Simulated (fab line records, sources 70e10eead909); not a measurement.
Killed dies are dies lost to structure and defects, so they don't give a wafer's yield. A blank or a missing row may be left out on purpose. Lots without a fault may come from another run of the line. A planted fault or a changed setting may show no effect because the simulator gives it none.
Chamber matching | flow nand_harc | NHARC_A_ZERO_WELL_ETCH_19 on rie_diel-02: 4 sister chambers
The step etches the open film in N2/H2, target depth 80 nm, overetch 24 nm, time 87.88 s. 4 wafers are shown with their chamber, then 10 later ones without.

WAFERS WITH THEIR CHAMBER
wafer  | chamber | drypump_motor_current_A (A)
L941.4 | 3       | 5.85
L944.5 | 1       | 5.78
L948.1 | 2       | 5.77
L948.2 | 0       | 5.50

WAFERS WITHOUT THEIR CHAMBER
wafer  | drypump_motor_current_A (A)
L948.4 | 5.81
L954.1 | 5.78
L954.3 | 5.84
L954.4 | 5.75
L955.1 | 5.75
L955.2 | 5.82
L955.3 | 5.74
L957.1 | 5.73
L957.3 | 5.49
L957.5 | 5.79

WHICH CHAMBER EACH WENT THROUGH
wafer  | from the rows above          | in truth
L948.4 | can't be placed: 1 or 2 or 3 | 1
L954.1 | can't be placed: 1 or 2      | 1
L954.3 | 3                            | 3
L954.4 | can't be placed: 2 or 1      | 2
L955.1 | can't be placed: 2 or 1      | 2
L955.2 | can't be placed: 3 or 1 or 2 | 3
L955.3 | can't be placed: 2 or 1      | 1
L957.1 | can't be placed: 2 or 1      | 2
L957.3 | 0                            | 0
L957.5 | can't be placed: 1 or 2      | 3
Placed correctly: 2 of 10. Can't be placed from these rows: 8 (the true chamber is among the candidates in 7). Placed wrongly: 0.
How it was worked out, from the rows above alone: a wafer's distance from a chamber is the root of the sum, over the readings, of the square of ((its reading less the chamber's mean) divided by the reading's scatter). The wafer belongs to the nearest chamber; if the next one is less than 2 further off, it can't be placed. A chamber's mean is the mean of its shown wafers. The scatter: with one shown wafer a chamber, the root of the mean of the squares of how far each hidden wafer lies from its nearest shown one.
